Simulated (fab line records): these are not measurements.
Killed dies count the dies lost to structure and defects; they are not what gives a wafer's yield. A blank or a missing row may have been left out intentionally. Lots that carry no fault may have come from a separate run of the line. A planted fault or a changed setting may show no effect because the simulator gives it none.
Comparing a struck lot with a sound one || flow n5 finfet || 14 out of 1938 route steps
Sound: wafers L165.1, L165.5, L165.6. Struck: wafers L158.3, L158.5. (L158.1 of the same lot was not struck and is left out.) The cause comes at the end.
Per side, at each step with rows, come the tool, then ch with its chambers, and then its first start. Under that, the readings that differ: sound wafers || struck wafers || difference of the means || sigmas: that difference in standard deviations of wafers without a fault.
alike: readings whose means differ by less than 2 such deviations, and words and numbers that are the same on both sides. not compared: withheld readings, readings that some wafer has no value for, bounds like >300 that may hide the same value, and numbers for which the record gives no deviation and whose values overlap.
The two part at a step that has a row with sigmas, a row that says differs or no value, or rows on one side only. Non-overlapping numbers with no deviation appear without sigmas and do not part them. Lack of a reading on every wafer of one side parts them only where that side has two or more wafers.

N5_BEOL_M9_STRIP_80: strips in N2/H2, time 10 s.
  sound: rie diel-02 ch 1,2; struck: rie diel-01 ch 1,3
  alike: drypump motor current A, oes product au, rf vpp V, showerhead plenum p Torr, throttle valve pct
  not compared: rf hours counter h
N5_BEOL_M9_OCD_MEAS_38:
  sound: ocd-02 at day 14 13:04; struck: ocd-02 at day 13 09:45
  alike: trench depth nm
then, 4 steps without rows for these wafers: N5_BEOL_M9_HM_STRIP_39 (strips TiN in peroxide tin strip, target depth 25 nm, time 158 s); N5_BEOL_M9_SRD_40 (time 30 s); N5_BEOL_M9_PRECLEAN_42 (cleans in residue remover, time 60 s); N5_BEOL_M9_SRD_43 (time 30 s).
N5_BEOL_M9_CD_MEAS_35: target cd 70 nm, target cd y 40 nm.
  sound: cd sem-01 at day 14 13:13; struck: cd sem-01 at day 13 09:55
  alike: cd nm
N5_BEOL_M9_CURE_72: cures SiCOH lowk, time 120 s.
  sound on uv cure-02 ch 1, day 14 13:16; struck on uv cure-01 ch 2, day 13 09:57
  alike: lamp power pct, wafer_temp_C_max
N5_BEOL_M9_DEGAS_44: time 60 s.
  sound: pvd sputter-03 at day 14 13:43; struck: pvd sputter-02 at day 13 10:28
  alike: heater power w
N5_BEOL_M9_PRE_CLEAN_45: time 30 s.
  sound: pvd sputter-03 at day 14 13:46; struck: pvd sputter-02 at day 13 10:30
  alike: heater power w
then, 1 step without rows for these wafers: N5_BEOL_M9_ALD_74 (deposits TaN, target thk 2 nm, pulse time 2 s, purge time 3 s).
N5_BEOL_M9_SURFACE_TREAT_79:
  sound: pvd sputter-02 at day 14 14:09; struck: pvd sputter-01 at day 13 10:52
  not compared: throttle valve pct
N5_BEOL_M9_CVD_78: deposits Co from CCTBA/H2, target thk 2 nm, time 138.9 s.
  sound on cvd co-01 ch 1,2, day 14 14:13; struck on cvd co-02 ch 0, day 13 10:55
{"reading": "run length s (s)", "sound": "160.7 160.4 160.6", "struck": "203.5 203.7", "difference": "+43.0", "sigmas": "+83"}
then, 1 step without rows for these wafers: N5_BEOL_M9_SPUTTER_48 (material Cu, target thk 12 nm, time 2 s).

WHERE THEY PART
Only at N5_BEOL_M9_CVD_78, as far as this record shows.

WHY: what the simulator had put in
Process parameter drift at N5_BEOL_M9_CVD_78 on cvd co-02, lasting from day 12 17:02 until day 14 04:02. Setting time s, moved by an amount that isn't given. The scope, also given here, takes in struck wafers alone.
